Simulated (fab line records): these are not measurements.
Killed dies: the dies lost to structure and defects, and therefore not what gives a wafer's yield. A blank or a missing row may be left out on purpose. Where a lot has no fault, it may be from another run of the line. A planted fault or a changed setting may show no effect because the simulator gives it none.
Split-lot experiment / flow n5_finfet / 21 wafers read from 7 lots, route of 1938 steps

## ON THE SPLIT
At N5_BEOL_M4_EXPOSE_08 (exposes mask M4), the setting dose_mj was moved away from the recipe's 41.25 on 11 of the 21 wafers read, by -6.5% to +5.8%. The other wafers ran this setting at the recipe's value.

## FROM THE SPLIT TO THE READING: what the file shows between them, 2 steps
- N5_BEOL_M4_PEB_09: peb time 60 s
- N5_BEOL_M4_DEVELOP_10: develop time 30 s

## THE READING
At N5_BEOL_M4_CD_MEAS_11: cd_nm in nanometres, against a target cd of 16.79 nm. Typical for fault-free wafers on this fab line: 16.75 nm, with standard deviation 0.23 nm.

wafer=L081.1; tool, chamber at the split=euv_scanner-01, 0; dose_mj as run=38.55; against the recipe=-6.5%; cd_nm, nm=15.09; against lot-mates on the recipe=-1.52
wafer=L081.2; tool, chamber at the split=euv_scanner-01, 0; dose_mj as run=38.55; against the recipe=-6.5%; cd_nm, nm=15.51; against lot-mates on the recipe=-1.10
wafer=L081.3; tool, chamber at the split=euv_scanner-01, 0; dose_mj as run=41.25; against the recipe=recipe; cd_nm, nm=16.61; against lot-mates on the recipe=-
wafer=L082.2; tool, chamber at the split=euv_scanner-01, 0; dose_mj as run=41.25; against the recipe=recipe; cd_nm, nm=16.55; against lot-mates on the recipe=-
wafer=L082.4; tool, chamber at the split=euv_scanner-01, 0; dose_mj as run=41.25; against the recipe=recipe; cd_nm, nm=16.41; against lot-mates on the recipe=-
wafer=L082.6; tool, chamber at the split=euv_scanner-01, 0; dose_mj as run=41.25; against the recipe=recipe; cd_nm, nm=16.70; against lot-mates on the recipe=-
wafer=L084.2; tool, chamber at the split=euv_scanner-02, 0; dose_mj as run=39.46; against the recipe=-4.3%; cd_nm, nm=15.74; against lot-mates on the recipe=-1.34
wafer=L084.3; tool, chamber at the split=euv_scanner-02, 0; dose_mj as run=39.46; against the recipe=-4.3%; cd_nm, nm=15.52; against lot-mates on the recipe=-1.56
wafer=L084.6; tool, chamber at the split=euv_scanner-02, 0; dose_mj as run=41.25; against the recipe=recipe; cd_nm, nm=17.08; against lot-mates on the recipe=-
wafer=L087.1; tool, chamber at the split=euv_scanner-02, 0; dose_mj as run=43.32; against the recipe=+5.0%; cd_nm, nm=17.41; against lot-mates on the recipe=+0.79
wafer=L087.2; tool, chamber at the split=euv_scanner-02, 0; dose_mj as run=41.25; against the recipe=recipe; cd_nm, nm=16.82; against lot-mates on the recipe=-
wafer=L087.3; tool, chamber at the split=euv_scanner-02, 0; dose_mj as run=41.25; against the recipe=recipe; cd_nm, nm=16.42; against lot-mates on the recipe=-
wafer=L090.2; tool, chamber at the split=euv_scanner-01, 0; dose_mj as run=41.25; against the recipe=recipe; cd_nm, nm=16.44; against lot-mates on the recipe=-
wafer=L090.3; tool, chamber at the split=euv_scanner-01, 0; dose_mj as run=38.58; against the recipe=-6.5%; cd_nm, nm=15.01; against lot-mates on the recipe=-1.43
wafer=L090.5; tool, chamber at the split=euv_scanner-01, 0; dose_mj as run=41.25; against the recipe=recipe; cd_nm, nm=16.43; against lot-mates on the recipe=-
wafer=L091.2; tool, chamber at the split=euv_scanner-02, 0; dose_mj as run=43.64; against the recipe=+5.8%; cd_nm, nm=17.83; against lot-mates on the recipe=no lot-mate on the recipe
wafer=L091.3; tool, chamber at the split=euv_scanner-02, 0; dose_mj as run=43.64; against the recipe=+5.8%; cd_nm, nm=17.84; against lot-mates on the recipe=no lot-mate on the recipe
wafer=L091.6; tool, chamber at the split=euv_scanner-02, 0; dose_mj as run=43.64; against the recipe=+5.8%; cd_nm, nm=17.88; against lot-mates on the recipe=no lot-mate on the recipe
wafer=L092.2; tool, chamber at the split=euv_scanner-02, 0; dose_mj as run=39.36; against the recipe=-4.6%; cd_nm, nm=15.78; against lot-mates on the recipe=-0.67
wafer=L092.4; tool, chamber at the split=euv_scanner-02, 0; dose_mj as run=41.25; against the recipe=recipe; cd_nm, nm=16.45; against lot-mates on the recipe=-
wafer=L092.6; tool, chamber at the split=euv_scanner-02, 0; dose_mj as run=39.36; against the recipe=-4.6%; cd_nm, nm=15.74; against lot-mates on the recipe=-0.71

THE FIT
A straight line over all 21 wafers: cd_nm changes by +0.207 nm for each +1% of dose_mj; r = +0.98; the points scatter about the line by 0.19 nm.
The same after taking each lot's own level away (the mean of its wafers on the recipe; 18 wafers): +0.205 nm for each +1%; r = +0.94; scatter 0.25 nm.
On that fit, the largest move of dose_mj shifts the reading by 1.3 nm.
The span of the lots' own levels, 16.435 to 17.080 nm, comes to 2.8 times the standard deviation stated above.
The two slopes are in agreement: the lot-to-lot level therefore moves the slope only a little.
Check: with one of the wafers moved furthest among these (-6.5%) left out of the fit, the line predicts -1.36 nm for it against its lot-mates. It came out at -1.52 nm against them.

## OTHER SPLITS APPLIED TO THESE WAFERS
Note: prior to the reading, these wafers also went through further splits. Each is held against what the fit with the lots' levels taken away leaves over:
other split on the same wafers=N5_BEOL_M0_SAQP_COAT_08 spin_rpm; wafers away from the commonest value=9; r with cd_nm (lot level and that fit taken away)=-0.28
other split on the same wafers=N5_BEOL_M0_CUTY_ETCH_63 source_w; wafers away from the commonest value=9; r with cd_nm (lot level and that fit taken away)=-0.12
other split on the same wafers=N5_BEOL_M1_ETCH_64 time_s; wafers away from the commonest value=7; r with cd_nm (lot level and that fit taken away)=+0.04

## THE WHOLE CHAIN: every reading that the file lists as answering this split, in the file's order
step=N5_BEOL_M4_CD_MEAS_11; what it does=target cd 16.79 nm; reading=cd_nm; change (the file's fit)=+0.209 nm for each +1% of the setting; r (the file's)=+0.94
step=N5_BEOL_M4_ETCH_74; what it does=etches underlayer in N2/H2, target depth 6.5 nm, time 5.2 s; reading=BEOL_M4.cd_offset_nm (the simulator's own value, which no gauge read); change (the file's fit)=+0.205 nm for each +1% of the setting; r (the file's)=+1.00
step=N5_BEOL_M4_ETCH_63; what it does=etches SiARC in CF4, target depth 15.6 nm, time 26 s; reading=BEOL_M4.cd_offset_nm (the simulator's own value, which no gauge read); change (the file's fit)=+0.209 nm for each +1% of the setting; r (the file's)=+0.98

## FILE'S OWN FIT
cd_nm changes by +0.209 nm for each +1% of dose_mj, r = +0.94.
